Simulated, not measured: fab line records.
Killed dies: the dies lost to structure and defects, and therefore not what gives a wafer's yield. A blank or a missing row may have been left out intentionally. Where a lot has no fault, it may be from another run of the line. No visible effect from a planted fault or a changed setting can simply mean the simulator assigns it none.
Matching of chambers ; flow n5 finfet ; N5_HKMG_FIN_ALD_36 on ald metal-02 has 4 sister chambers
The step deposits TiN, target thk 1 nm, pulse time 1 s, purge time 3 s. 8 wafers are shown with their chamber, then 8 later ones without.

EACH WAFER AND ITS CHAMBER
wafer;chamber;heater power w (W);precursor pulse height rel
L082.1;1;989;1.024
L082.2;2;864;0.976
L082.5;0;867;0.954
L082.6;3;921;1.023
L089.1;3;929;0.996
L089.2;1;1003;0.986
L089.3;0;840;0.988
L089.4;2;861;0.968

WAFERS WITHOUT THEIR CHAMBER
wafer;heater power w (W);precursor pulse height rel
L089.5;1011;1.017
L089.6;862;0.986
L090.4;859;0.973
L090.5;920;0.987
L090.6;865;1.020
L095.1;1002;1.006
L095.3;852;1.020
L095.5;877;1.010

THE CHAMBER EACH PASSED THROUGH
wafer;from the rows above;in truth
L089.5;1;1
L089.6;can't be placed: 2 or 0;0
L090.4;can't be placed: 2 or 0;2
L090.5;3;3
L090.6;can't be placed: 2 or 0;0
L095.1;1;1
L095.3;can't be placed: 0 or 2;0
L095.5;can't be placed: 2 or 0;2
3 of 8 placed correctly. From these rows, 5 cannot be placed; in 5 the true chamber is one of the candidates. Placed wrongly: 0.
How it was worked out, from the rows above alone: a wafer's distance from a chamber is the root of the sum, over the readings, of the square of ((its reading less the chamber's mean) divided by the reading's scatter). If the next closest chamber is less than 2 further off than the closest, the wafer can't be placed; otherwise it belongs to the closest. For every chamber, the mean is computed from those of its wafers that are shown. The scatter: the root of (the sum of the squares of (reading less its chamber's mean) over the shown wafers, divided by (wafers less chambers)).
